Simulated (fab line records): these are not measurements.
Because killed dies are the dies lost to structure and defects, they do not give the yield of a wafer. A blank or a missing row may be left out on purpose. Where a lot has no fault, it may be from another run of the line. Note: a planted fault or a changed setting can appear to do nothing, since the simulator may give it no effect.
Split-lot study :: flow n5Finfet :: route with 1938 steps; 7 lots, 21 wafers read

== THE SPLIT ==
At N5_BEOL_M3_ETCH_41 (etches SiCN in CH3F/O2, target depth 29.9 nm, time 52.5 s), the setting targetDepthA was moved away from the recipe's 299 angstrom on 7 of the 21 wafers read, by -10.3% to +10.8%. This setting was run at the recipe's value on the other wafers.

The split's own step is where the reading is taken.

== THE READING ==
etch.depthNm (the simulator's own value, which no gauge read), in nm, at N5_BEOL_M3_ETCH_41 (etches SiCN in CH3F/O2, target depth 29.9 nm, time 52.5 s). There is no usual value for it anywhere in the file. Average 19.59 nm, standard deviation 0.36 nm, over the 14 wafers here run with the recipe.

wafer: L075.1
tool, chamber at the split: rieDiel-03, 0
targetDepthA as run, angstrom: 328.8
against the recipe: +10.0%
etch.depthNm, nm: 20.99
against lot-mates on the recipe: +2.12

wafer: L075.2
tool, chamber at the split: rieDiel-03, 2
targetDepthA as run, angstrom: 328.8
against the recipe: +10.0%
etch.depthNm, nm: 21.48
against lot-mates on the recipe: +2.61

wafer: L075.5
tool, chamber at the split: rieDiel-03, 0
targetDepthA as run, angstrom: 299
against the recipe: recipe
etch.depthNm, nm: 18.87
against lot-mates on the recipe: -

wafer: L082.1
tool, chamber at the split: rieDiel-02, 0
targetDepthA as run, angstrom: 299
against the recipe: recipe
etch.depthNm, nm: 19.39
against lot-mates on the recipe: -

wafer: L082.2
tool, chamber at the split: rieDiel-02, 1
targetDepthA as run, angstrom: 299
against the recipe: recipe
etch.depthNm, nm: 19.33
against lot-mates on the recipe: -

wafer: L082.4
tool, chamber at the split: rieDiel-02, 3
targetDepthA as run, angstrom: 299
against the recipe: recipe
etch.depthNm, nm: 19.54
against lot-mates on the recipe: -

wafer: L087.3
tool, chamber at the split: rieDiel-03, 3
targetDepthA as run, angstrom: 331.2
against the recipe: +10.8%
etch.depthNm, nm: 21.13
against lot-mates on the recipe: +1.70

wafer: L087.5
tool, chamber at the split: rieDiel-03, 1
targetDepthA as run, angstrom: 299
against the recipe: recipe
etch.depthNm, nm: 19.55
against lot-mates on the recipe: -

wafer: L087.6
tool, chamber at the split: rieDiel-03, 3
targetDepthA as run, angstrom: 299
against the recipe: recipe
etch.depthNm, nm: 19.3
against lot-mates on the recipe: -

wafer: L090.4
tool, chamber at the split: rieDiel-06, 3
targetDepthA as run, angstrom: 299
against the recipe: recipe
etch.depthNm, nm: 20.29
against lot-mates on the recipe: -

wafer: L090.5
tool, chamber at the split: rieDiel-06, 1
targetDepthA as run, angstrom: 299
against the recipe: recipe
etch.depthNm, nm: 20.05
against lot-mates on the recipe: -

wafer: L090.6
tool, chamber at the split: rieDiel-06, 2
targetDepthA as run, angstrom: 299
against the recipe: recipe
etch.depthNm, nm: 19.28
against lot-mates on the recipe: -

wafer: L091.3
tool, chamber at the split: rieDiel-06, 1
targetDepthA as run, angstrom: 299
against the recipe: recipe
etch.depthNm, nm: 19.95
against lot-mates on the recipe: -

wafer: L091.4
tool, chamber at the split: rieDiel-06, 3
targetDepthA as run, angstrom: 268.2
against the recipe: -10.3%
etch.depthNm, nm: 17.93
against lot-mates on the recipe: -1.84

wafer: L091.5
tool, chamber at the split: rieDiel-06, 0
targetDepthA as run, angstrom: 299
against the recipe: recipe
etch.depthNm, nm: 19.58
against lot-mates on the recipe: -

wafer: L092.1
tool, chamber at the split: rieDiel-03, 2
targetDepthA as run, angstrom: 299
against the recipe: recipe
etch.depthNm, nm: 20.01
against lot-mates on the recipe: -

wafer: L092.4
tool, chamber at the split: rieDiel-03, 1
targetDepthA as run, angstrom: 299
against the recipe: recipe
etch.depthNm, nm: 19.6
against lot-mates on the recipe: -

wafer: L092.5
tool, chamber at the split: rieDiel-03, 0
targetDepthA as run, angstrom: 280.3
against the recipe: -6.3%
etch.depthNm, nm: 18.11
against lot-mates on the recipe: -1.70

wafer: L097.3
tool, chamber at the split: rieDiel-02, 2
targetDepthA as run, angstrom: 299
against the recipe: recipe
etch.depthNm, nm: 19.56
against lot-mates on the recipe: -

wafer: L097.4
tool, chamber at the split: rieDiel-02, 1
targetDepthA as run, angstrom: 283.3
against the recipe: -5.3%
etch.depthNm, nm: 18.38
against lot-mates on the recipe: -1.18

wafer: L097.5
tool, chamber at the split: rieDiel-02, 2
targetDepthA as run, angstrom: 283.3
against the recipe: -5.3%
etch.depthNm, nm: 18.53
against lot-mates on the recipe: -1.03

FIT RESULTS
A straight line over all 21 wafers: etch.depthNm changes by +0.171 nm for each +1% of targetDepthA; r = +0.93; the points scatter about the line by 0.35 nm.
The same after taking each lot's own level away (the mean of its wafers on the recipe; 21 wafers): +0.207 nm for each +1%; r = +0.97; scatter 0.29 nm.
The reading moves by 2.2 nm for the largest change in targetDepthA, on that fit.
The lots' own levels span 18.870 to 19.873 nm, that is 2.8 times the standard deviation above.
So the lot-to-lot level changes the slope: the two fits differ.
Check: +2.42 nm against its lot-mates is what the line predicts for one of the wafers moved furthest among these (+10.8%) when that wafer is left out of the fit. Against them it came out at +1.7 nm.

== OTHER SPLITS APPLIED TO THESE WAFERS ==
Note: prior to the reading, these wafers also went through further splits. Each is held against what the fit with the lots' levels taken away leaves over:
other split on the same wafers: N5_BEOL_M0_CUTY_EXPOSE_54 doseMj
wafers away from the commonest value: 7
r with etch.depthNm (lot level and that fit taken away): +0.11

other split on the same wafers: N5_BEOL_M0_ETCH_138 sourceW
wafers away from the commonest value: 6
r with etch.depthNm (lot level and that fit taken away): +0.17

other split on the same wafers: N5_BEOL_M1_ETCH_64 sourceW
wafers away from the commonest value: 7
r with etch.depthNm (lot level and that fit taken away): +0.09

other split on the same wafers: N5_BEOL_M3_VIA_ETCH_34 timeS
wafers away from the commonest value: 6
r with etch.depthNm (lot level and that fit taken away): +0.38

== THE FILE'S OWN FIT ==
etch.depthNm changes by +0.199 nm for each +1% of targetDepthA, r = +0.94.
